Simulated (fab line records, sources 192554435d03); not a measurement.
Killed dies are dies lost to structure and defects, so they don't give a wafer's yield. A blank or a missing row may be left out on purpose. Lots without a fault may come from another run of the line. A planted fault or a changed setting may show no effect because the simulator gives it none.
A struck lot beside a sound one | flow n5_finfet | 14 steps out of a route of 1938
Sound: wafers L930.1, L930.2, L930.3. Struck: wafers L931.2, L931.5, L931.6. The cause comes at the end.
At each step with rows: each side's tool, then ch and its chambers, then its first start. Under that, the readings that differ: sound wafers | struck wafers | difference of the means | sigmas: that difference in standard deviations of wafers without a fault.
alike: readings whose means differ by less than 2 such deviations, and words and numbers that are the same on both sides. not compared: withheld readings, readings that some wafer has no value for, bounds like >300 that may hide the same value, and numbers for which the record gives no deviation and whose values overlap.
The two part at a step that has a row with sigmas, a row that says differs or no value, or rows on one side only. Numbers that don't overlap but have no deviation are shown without sigmas and don't part them. A reading that every wafer of one side lacks parts them only if that side has two wafers or more.

N5_SD_EPI_N_EPI_MEAS_23:
  sound on film_metro-02, day 6 00:05; struck on film_metro-02, day 6 06:36
  alike: thk_nm
then, 3 steps without rows for these wafers: N5_SD_EPI_N_PRECLEAN_24 (cleans in O3/DIW, time 60 s); N5_SD_EPI_N_SRD_25 (time 30 s); N5_SD_EPI_N_PRECLEAN_49 (cleans in NF3:NH3, afs cycles 1, time 20 s, sublimation time 60 s).
N5_SD_EPI_N_LINER_46: material SiNx, target thk 3 nm.
  sound on ald_sin-03 ch 0,1,2, day 6 00:27; struck on ald_sin-02 ch 0,1,3, day 6 07:55
  alike: heater_power_w
N5_SD_EPI_N_INSPECT_26: inspects for defects (darkfield).
  sound on defect_inspect-02, day 6 00:42; struck on defect_inspect-02, day 6 08:10
  alike: raw_defect_count
then, 6 steps without rows for these wafers: N5_SD_EPI_P_COAT_34 (time 60 s, resist thk 350 nm); N5_SD_EPI_P_COAT_35 (time 60 s, resist thk 35 nm); N5_SD_EPI_P_COAT_03 (resist thk 150 nm); N5_SD_EPI_P_EBR_05; N5_SD_EPI_P_SOFTBAKE_04 (time 60 s); N5_SD_EPI_P_EXPOSE_06 (exposes mask SD P BLK, target cd 240 nm).
N5_SD_EPI_P_PEB_07: peb time 60 s.
  sound on litho_track-04 ch 0, day 6 01:02; struck on litho_track-01, day 6 08:22
  no value came back on the struck wafers for chill_plate_temp_C (C), exhaust_pa (Pa); on the sound wafers chill_plate_temp_C (C) reads 23.00 23.10 23.15
then, 1 step without rows for these wafers: N5_SD_EPI_P_DEVELOP_08 (develop time 30 s).

WHERE THEY PART
Only at N5_SD_EPI_P_PEB_07, within this record.

WHY: what the simulator had put in
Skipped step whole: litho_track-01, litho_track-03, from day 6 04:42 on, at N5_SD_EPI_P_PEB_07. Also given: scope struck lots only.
